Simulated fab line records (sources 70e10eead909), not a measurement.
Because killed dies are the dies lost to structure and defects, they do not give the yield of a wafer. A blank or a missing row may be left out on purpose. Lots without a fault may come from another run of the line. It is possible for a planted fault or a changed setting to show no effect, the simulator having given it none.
Chamber matching / flow nand harc / NHARC_A_CONTACT_ETCH_75 on rie diel-13: 4 sister chambers
The step etches the open film in CF4, target depth 39 nm, time 65 s. 4 wafers are shown with their chamber, then 7 later ones without.

== WAFERS, EACH WITH ITS CHAMBER ==
wafer=L570.5; chamber=2; rf vpp V (V)=149.9
wafer=L570.6; chamber=1; rf vpp V (V)=149.4
wafer=L573.1; chamber=3; rf vpp V (V)=147.9
wafer=L573.4; chamber=0; rf vpp V (V)=151.2

== WAFERS WITHOUT THEIR CHAMBER ==
wafer=L573.5; rf vpp V (V)=148.9
wafer=L590.3; rf vpp V (V)=153.1
wafer=L590.4; rf vpp V (V)=151.6
wafer=L590.6; rf vpp V (V)=153.4
wafer=L589.2; rf vpp V (V)=152.1
wafer=L589.5; rf vpp V (V)=150.7
wafer=L589.6; rf vpp V (V)=151.9

== WHICH CHAMBER EACH WENT THROUGH ==
wafer=L573.5; from the rows above=can't be placed: 1 or 2 or 3 or 0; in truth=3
wafer=L590.3; from the rows above=can't be placed: 0 or 2 or 1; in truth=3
wafer=L590.4; from the rows above=can't be placed: 0 or 2 or 1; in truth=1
wafer=L590.6; from the rows above=can't be placed: 0 or 2 or 1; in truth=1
wafer=L589.2; from the rows above=can't be placed: 0 or 2 or 1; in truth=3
wafer=L589.5; from the rows above=can't be placed: 0 or 2 or 1 or 3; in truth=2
wafer=L589.6; from the rows above=can't be placed: 0 or 2 or 1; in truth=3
0 of 7 placed correctly. These rows do not allow placing 7 (true chamber among the candidates in 4). Number placed wrongly: 0.
How it was worked out, from the rows above alone: a wafer's distance from a chamber is the root of the sum, over the readings, of the square of ((its reading less the chamber's mean) divided by the reading's scatter). If the next closest chamber is less than 2 further off than the closest, the wafer can't be placed; otherwise it belongs to the closest. Each chamber's mean is taken over the wafers shown for it. The scatter: root of mean squared gap, hidden wafer to nearest shown wafer, with one shown wafer a chamber.
